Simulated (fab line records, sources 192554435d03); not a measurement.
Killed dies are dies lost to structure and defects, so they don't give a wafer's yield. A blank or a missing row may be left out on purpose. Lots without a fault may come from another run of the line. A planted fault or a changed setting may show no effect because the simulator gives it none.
Chamber matching | flow n5_finfet | N5_BEOL_M3_ETCH_69 on rie_diel-02: 4 sister chambers
The step etches SiARC in CF4, target depth 15.6 nm, time 26 s. 4 wafers are shown with their chamber, then 8 later ones without.

WAFERS WITH THEIR CHAMBER
wafer  | chamber | throttle_valve_pct (%)
L084.1 | 0       | 15.77
L089.3 | 2       | 15.49
L089.4 | 1       | 15.71
L090.1 | 3       | 15.26

WAFERS WITHOUT THEIR CHAMBER
wafer  | throttle_valve_pct (%)
L090.2 | 15.50
L090.3 | 15.79
L092.1 | 15.81
L092.4 | 15.29
L092.5 | 15.51
L095.2 | 15.51
L095.4 | 15.81
L095.6 | 15.30

WHICH CHAMBER EACH WENT THROUGH
wafer  | from the rows above | in truth
L090.2 | 2                   | 2
L090.3 | 0                   | 0
L092.1 | 0                   | 0
L092.4 | 3                   | 3
L092.5 | 2                   | 2
L095.2 | 2                   | 2
L095.4 | 0                   | 0
L095.6 | 3                   | 3
Placed correctly: 8 of 8. Can't be placed from these rows: 0. Placed wrongly: 0.
How it was worked out, from the rows above alone: a wafer's distance from a chamber is the root of the sum, over the readings, of the square of ((its reading less the chamber's mean) divided by the reading's scatter). The wafer belongs to the nearest chamber; if the next one is less than 2 further off, it can't be placed. A chamber's mean is the mean of its shown wafers. The scatter: with one shown wafer a chamber, the root of the mean of the squares of how far each hidden wafer lies from its nearest shown one.
